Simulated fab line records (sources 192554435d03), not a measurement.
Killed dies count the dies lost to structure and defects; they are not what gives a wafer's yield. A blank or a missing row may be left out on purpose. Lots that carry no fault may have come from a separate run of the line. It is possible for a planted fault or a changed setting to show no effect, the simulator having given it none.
Lot-split experiment -- flow n5_finfet -- 18 wafers read from 7 lots, route of 1938 steps

== ON THE SPLIT ==
At N5_BEOL_M2_SPUTTER_86 (material Cu, target thk 4.5 nm, time 8.29 s), the setting time_s was moved away from the recipe's 8.29 s on 4 of the 18 wafers read, by -13.3% to +8.1%. For the rest of the wafers, this setting stayed at what the recipe calls for.

The reading comes from the split's own step.

== THE READING ==
Cu_of_BEOL_M2_SPUTTER_86.thk_nm (the simulator's own value, which no gauge read), in nm, at N5_BEOL_M2_SPUTTER_86 (material Cu, target thk 4.5 nm, time 8.29 s). The file gives no usual value for it. Average 4.5 nm, standard deviation 0.14 nm, over the 14 wafers here run with the recipe.

wafer,"tool, chamber at the split","time_s as run, s",against the recipe,"Cu_of_BEOL_M2_SPUTTER_86.thk_nm, nm",against lot-mates on the recipe
L080.4,"pvd_sputter-01, -",8.29,recipe,4.4,-
L080.5,"pvd_sputter-01, -",8.29,recipe,4.4,-
L084.2,"pvd_sputter-03, -",8.29,recipe,4.4,-
L084.4,"pvd_sputter-03, -",8.964,+8.1%,4.6,+0.2
L084.5,"pvd_sputter-03, -",8.964,+8.1%,4.8,+0.4
L086.1,"pvd_sputter-01, -",8.29,recipe,4.4,-
L086.3,"pvd_sputter-01, -",7.333,-11.5%,4,-0.4
L092.2,"pvd_sputter-02, -",8.29,recipe,4.6,-
L092.5,"pvd_sputter-02, -",8.29,recipe,4.6,-
L092.4,"pvd_sputter-02, -",8.29,recipe,4.8,-
L093.3,"pvd_sputter-03, -",7.184,-13.3%,4,-0.7
L093.4,"pvd_sputter-03, -",8.29,recipe,4.6,-
L093.6,"pvd_sputter-03, -",8.29,recipe,4.8,-
L094.1,"pvd_sputter-03, -",8.29,recipe,4.6,-
L094.6,"pvd_sputter-03, -",8.29,recipe,4.4,-
L097.2,"pvd_sputter-02, -",8.29,recipe,4.6,-
L097.6,"pvd_sputter-02, -",8.29,recipe,4.6,-
L097.4,"pvd_sputter-02, -",8.29,recipe,4.4,-

FIT RESULTS
A straight line over all 18 wafers: Cu_of_BEOL_M2_SPUTTER_86.thk_nm changes by +0.0357 nm for each +1% of time_s; r = +0.79; the points scatter about the line by 0.15 nm.
The same after taking each lot's own level away (the mean of its wafers on the recipe; 18 wafers): +0.0423 nm for each +1%; r = +0.92; scatter 0.094 nm.
Per that fit: largest time_s move, reading shift of 0.56 nm.
The span of the lots' own levels, 4.40 to 4.70 nm, comes to 2.1 times the standard deviation stated above.
So the lot-to-lot level blurs the effect unless lot-mates are compared.
Check: for one of the wafers moved furthest among these (-13.3%), held out of the fit, the line's prediction against its lot-mates is -0.475 nm. It came out at -0.7 nm against them.

== THESE WAFERS: OTHER SPLITS ==
Before the reading, these wafers also passed through other splits. Each is held against what the fit with the lots' levels taken away leaves over:
other split on the same wafers,wafers away from the commonest value,r with Cu_of_BEOL_M2_SPUTTER_86.thk_nm (lot level and that fit taken away)
N5_MOL_CONTACT_COAG_PECVD_31 temp_c,5,+0.21
N5_MOL_CONTACT_COAG_COAT_78 spin_rpm,3,+0.10
N5_MOL_CONTACT_COAG_ETCHBACK_135 time_s,9,-0.15
N5_MOL_CONTACT_COAG_COAT_64 spin_rpm,6,+0.00
N5_BEOL_M0_SAQP_EXPOSE_11 dose_mj,5,-0.10
N5_BEOL_M0_SAQP_PEB_12 peb_time_s,6,+0.15
N5_BEOL_M0_SAQP_CUT_ETCH_46 source_w,4,+0.13
N5_BEOL_M0_CUTY_COAT_50 spin_rpm,4,+0.05
N5_BEOL_M1_SPUTTER_48 time_s,6,-0.11

== FILE'S OWN FIT ==
Cu_of_BEOL_M2_SPUTTER_86.thk_nm changes by +0.0443 nm for each +1% of time_s, r = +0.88.
